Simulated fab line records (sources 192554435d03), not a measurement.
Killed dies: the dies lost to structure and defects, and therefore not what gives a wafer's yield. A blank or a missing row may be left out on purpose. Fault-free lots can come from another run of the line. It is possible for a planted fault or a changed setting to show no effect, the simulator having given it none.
Matching of chambers / flow n5-finfet / 4 sister chambers for N5_BEOL_M7_CMP_52 on cmp-02
The step polishes, stops on SiCOH lowk, t overpolish 6.9 s, target thk 80 nm. 4 wafers are shown with their chamber, then 10 later ones without.

## WAFERS WITH THEIR CHAMBER
wafer=L083.6; chamber=0; motor-current-A (A)=6.1
wafer=L087.5; chamber=2; motor-current-A (A)=6.6
wafer=L089.2; chamber=1; motor-current-A (A)=5.8
wafer=L089.4; chamber=3; motor-current-A (A)=6.0

## WAFERS MISSING THEIR CHAMBER
wafer=L089.5; motor-current-A (A)=5.4
wafer=L088.2; motor-current-A (A)=6.8
wafer=L088.5; motor-current-A (A)=5.9
wafer=L088.6; motor-current-A (A)=6.9
wafer=L091.1; motor-current-A (A)=5.7
wafer=L091.3; motor-current-A (A)=5.8
wafer=L091.4; motor-current-A (A)=5.7
wafer=L092.1; motor-current-A (A)=6.5
wafer=L092.4; motor-current-A (A)=6.1
wafer=L092.6; motor-current-A (A)=5.8

## WHICH CHAMBER EACH ONE RAN IN
wafer=L089.5; from the rows above=can't be placed: 1 or 3 or 0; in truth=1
wafer=L088.2; from the rows above=2; in truth=2
wafer=L088.5; from the rows above=can't be placed: 3 or 1 or 0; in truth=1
wafer=L088.6; from the rows above=2; in truth=2
wafer=L091.1; from the rows above=can't be placed: 1 or 3 or 0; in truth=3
wafer=L091.3; from the rows above=can't be placed: 1 or 3 or 0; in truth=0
wafer=L091.4; from the rows above=can't be placed: 1 or 3 or 0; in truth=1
wafer=L092.1; from the rows above=can't be placed: 2 or 0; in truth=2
wafer=L092.4; from the rows above=can't be placed: 0 or 3 or 1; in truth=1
wafer=L092.6; from the rows above=can't be placed: 1 or 3 or 0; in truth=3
Correctly placed: 2 of 10. These rows do not allow placing 8 (true chamber among the candidates in 8). Placed wrongly: 0.
How it was worked out, from the rows above alone: a wafer's distance from a chamber is the root of the sum, over the readings, of the square of ((its reading less the chamber's mean) divided by the reading's scatter). The wafer belongs to the nearest chamber; if the next one is less than 2 further off, it can't be placed. For every chamber, the mean is computed from those of its wafers that are shown. The scatter (one wafer shown for each chamber): square how far every hidden wafer sits from the nearest shown wafer, average those squares and take the square root.
